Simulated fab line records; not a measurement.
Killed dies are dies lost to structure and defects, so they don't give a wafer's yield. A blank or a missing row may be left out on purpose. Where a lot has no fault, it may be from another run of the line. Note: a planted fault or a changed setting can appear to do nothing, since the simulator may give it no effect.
Struck lot and sound lot, side by side ; flow n5Finfet ; 25 steps out of a route of 1938
Sound: the wafers L886.2, L886.3, L886.6. The struck wafers were L894.1, L894.3, L894.5. The cause is named last.
Per side, at each step with rows, come the tool, then ch with its chambers, and then its first start. Under that, the readings that differ: sound wafers ; struck wafers ; difference of the means ; sigmas: that difference in standard deviations of wafers without a fault.
alike: same words and numbers on both sides, and readings whose means sit less than 2 such deviations apart. not compared: any withheld reading, any reading some wafer has no value for, any bound like >300 that may hide the same value, and any number with overlapping values for which the record gives no deviation.
A row with sigmas, a row that says differs or no value, or rows on one side alone: a step with any of these is where the two part. Non-overlapping numbers with no deviation appear without sigmas and do not part them. Lack of a reading on every wafer of one side parts them only where that side has two or more wafers.

first, 9 steps without rows for these wafers: N5_FIN_SAQP_COAT_50 (time 60 s, resist thk 35 nm); N5_FIN_SAQP_COAT_10 (resist thk 90 nm); N5_FIN_SAQP_EBR_12; N5_FIN_SAQP_SOFTBAKE_11 (time 60 s); N5_FIN_SAQP_EXPOSE_13 (exposes mask FIN CORE, target cd 35.6 nm); N5_FIN_SAQP_PEB_14 (peb time 60 s); N5_FIN_SAQP_DEVELOP_15 (develop time 30 s); N5_FIN_SAQP_DESCUM_21 (chemistry O2, time 7.9 s); N5_FIN_SAQP_ETCH_51 (etches SiARC in CF4, target depth 45.5 nm, time 75.8 s).
N5_FIN_SAQP_ETCH_52: etches SOC in N2/H2, target depth 100 nm, overetch 20 nm, time 150 s.
  sound on rieDiel-05 ch 1,3, day 3 10:13; struck on rieDiel-05 ch 1,2,3, day 5 10:09
  no value came back on the struck wafers for any of 7 readings (biasW (W), chamberPressureMTorr (mTorr) and others); on the sound wafers biasW (W) reads 150.1 149.1 150.6
reading;sound;struck;difference;sigmas
model.CAR-ArF_of_FIN_SAQP_COAT_10.thkNm (nm);0 0 0;50.35 50.58 50.33;+50.42;
model.SiARC_of_FIN_SAQP_COAT_50.thkNm (nm);28.95 29.15 29.11;35.05 35.08 35.11;+6.01;
  not compared: rfHoursCounterH
then, 1 step without rows for these wafers: N5_FIN_SAQP_STRIP_53 (strips in N2/H2).
N5_FIN_SAQP_HM_OPEN_73: chemistry CHF3/O2, target SiO2, stops on a-Si, target depth 12 nm, time 16.8 s.
  sound on rieDiel-05 ch 1,3, day 3 10:19; struck on rieDiel-05 ch 1,2,3, day 5 10:16
reading;sound;struck;difference;sigmas
oesProductAu (a.u.);0.440 0.454 0.445;0.280 0.269 0.269;-0.174;-6
model.SiARC_of_FIN_SAQP_COAT_50.thkNm (nm);4.787 5.453 5.281;11.07 11.25 10.97;+5.92;
  alike: drypumpMotorCurrentA, oes_o_777_au, rfVppV, showerheadPlenumPTorr, throttleValvePct
  not compared: rfHoursCounterH
then, 1 step without rows for these wafers: N5_FIN_SAQP_STRIP_74 (strips in CHF3/O2).
N5_FIN_SAQP_MANDREL_ETCH_22: etches a-Si in HBr/Cl2, stops on SiNx, target depth 60 nm, bt time 10 s, time 30 s.
  sound on rieSi-04 ch 1,2, day 3 10:24; struck on rieSi-03 ch 1,3, day 5 10:20
reading;sound;struck;difference;sigmas
oesProductAu (a.u.);0.755 0.747 0.759;0.306 0.309 0.297;-0.450;-35
throttleValvePct (%);35.36 35.55 35.53;36.77 36.28 36.78;+1.13;+4
  alike: HBr_flow_sccm, biasW, drypumpMotorCurrentA
  not compared: rfHoursCounterH
then, 5 steps without rows for these wafers: N5_FIN_SAQP_STRIP_55 (strips in N2/H2); N5_FIN_SAQP_STRIP_23 (strips in SPM, time 750 s); N5_FIN_SAQP_SRD_66 (time 30 s); N5_FIN_SAQP_RECESS_75 (chemistry HF/NH3, target SiO2, target depth 14.4 nm, afs cycles 3, sublimation time 60 s); N5_FIN_SAQP_SPACER1_ALD_24 (deposits SiO2, target thk 20.3 nm, pulse time 1 s, purge time 2 s).
N5_FIN_SAQP_SPACER1_ETCHBACK_25: etches SiO2 in CHF3/O2, target depth 24.4 nm, time 12.2 s.
  sound on rieDiel-05 ch 1,2, day 3 12:22; struck on rieDiel-05 ch 0,3, day 5 12:01
reading;sound;struck;difference;sigmas
oesProductAu (a.u.);0.73 0.76 0.76;0.27 0.27 0.26;-0.48;-9
  alike: drypumpMotorCurrentA, oes_o_777_au, rfVppV, showerheadPlenumPTorr, throttleValvePct
  not compared: rfHoursCounterH
N5_FIN_SAQP_MANDREL1_REMOVE_56: chemistry HBr/Cl2/O2, target a-Si, stops on SiNx, bt time 10 s.
  sound on rieSi-04 ch 1,2,3, day 3 12:28; struck on rieSi-04 ch 0,2,3, day 5 12:06
reading;sound;struck;difference;sigmas
oesProductAu (a.u.);0.989 0.970 0.985;0.372 0.378 0.364;-0.610;-36
  alike: drypumpMotorCurrentA, oes_o_777_au, throttleValvePct
  not compared: rfHoursCounterH
N5_FIN_SAQP_CD_MEAS_27: the cd target is 20 nm.
  sound on cdSem-02 ch 0, day 3 12:34; struck on cdSem-02 ch 0, day 5 12:13
reading;sound;struck;difference;sigmas
cdNm (nm);20.28 20.34 20.22;- - -;no value on the struck wafers;
then, 1 step without rows for these wafers: N5_FIN_SAQP_ETCH_57 (etches SiNx in CH3F/O2, target depth 32.5 nm, time 46.4 s).
N5_BEOL_M4_RC_MEAS_101:
  the record has rows for the sound wafers here (prober-02 ch 0, day 9 16:24) and none for the struck ones
-- here the record skips 11 days between the struck wafers' starts before and after, leaving off in module BEOL_M4 and picking up in module PASSIVATION (first step shown: number 1936 of the route) --
N5_PASSIVATION_PROBE_49:
  only the struck wafers here have rows in the record (prober-02, day 16 15:07); the sound ones have none

WHERE THEY PART
First at N5_FIN_SAQP_ETCH_52; last, within this record, at N5_PASSIVATION_PROBE_49.

WHY: whatever the simulator had introduced
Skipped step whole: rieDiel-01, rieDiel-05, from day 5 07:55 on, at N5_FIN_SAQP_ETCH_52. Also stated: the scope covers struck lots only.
